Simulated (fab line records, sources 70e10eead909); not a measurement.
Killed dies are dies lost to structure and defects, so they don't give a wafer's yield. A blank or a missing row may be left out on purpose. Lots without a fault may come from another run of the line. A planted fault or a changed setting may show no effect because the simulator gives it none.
Chamber matching | flow nand_harc | NHARC_A_CHANNEL_FILL_D2_ETCHBACK_20 on rie_diel-08: 4 sister chambers
The step etches the open film in C4F8/O2/Ar, target depth 27 nm, time 13.5 s. 16 wafers are shown with their chamber, then 8 later ones without.

WAFERS WITH THEIR CHAMBER
wafer  | chamber | rf_vpp_V (V) | oes_product_au (a.u.)
L074.2 | 3       | 978          | 1.002
L074.4 | 2       | 970          | 1.000
L074.5 | 0       | 982          | 1.004
L077.2 | 1       | 978          | 0.989
L077.3 | 2       | 971          | 0.995
L077.5 | 3       | 980          | 0.992
L077.1 | 3       | 980          | 0.989
L077.4 | 0       | 984          | 0.999
L077.6 | 2       | 970          | 1.001
L082.1 | 1       | 978          | 1.005
L082.3 | 0       | 984          | 0.986
L082.4 | 2       | 972          | 0.986
L083.2 | 1       | 977          | 0.946
L083.3 | 2       | 970          | 0.936
L083.4 | 3       | 981          | 0.950
L083.1 | 0       | 983          | 0.964

SIGNATURES (means of the wafers above)
reading        | chamber 0 | chamber 1 | chamber 2 | chamber 3 | scatter within a chamber
rf_vpp_V       | 983.25    | 977.67    | 970.60    | 979.75    | 0.973
oes_product_au | 0.98825   | 0.98000   | 0.98360   | 0.98325   | 0.0248
Rule: a wafer's distance from a chamber is the root of the sum, over the readings, of the square of ((its reading less the chamber's mean) divided by the reading's scatter). The wafer belongs to the nearest chamber; if the next one is less than 2 further off, it can't be placed. The scatter: the root of (the sum of the squares of (reading less its chamber's mean) over the shown wafers, divided by (wafers less chambers)).

WAFERS WITHOUT THEIR CHAMBER
wafer  | rf_vpp_V (V) | oes_product_au (a.u.)
L083.5 | 983          | 0.963
L083.6 | 979          | 0.953
L086.3 | 983          | 0.973
L086.5 | 977          | 0.980
L086.6 | 970          | 0.976
L091.1 | 980          | 0.992
L091.3 | 983          | 0.999
L091.5 | 979          | 0.981

WHICH CHAMBER EACH WENT THROUGH
wafer  | from the rows above     | in truth
L083.5 | 0                       | 0
L083.6 | can't be placed: 3 or 1 | 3
L086.3 | 0                       | 0
L086.5 | 1                       | 1
L086.6 | 2                       | 2
L091.1 | 3                       | 3
L091.3 | 0                       | 0
L091.5 | can't be placed: 3 or 1 | 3
Placed correctly: 6 of 8. Can't be placed from these rows: 2 (the true chamber is among the candidates in 2). Placed wrongly: 0.
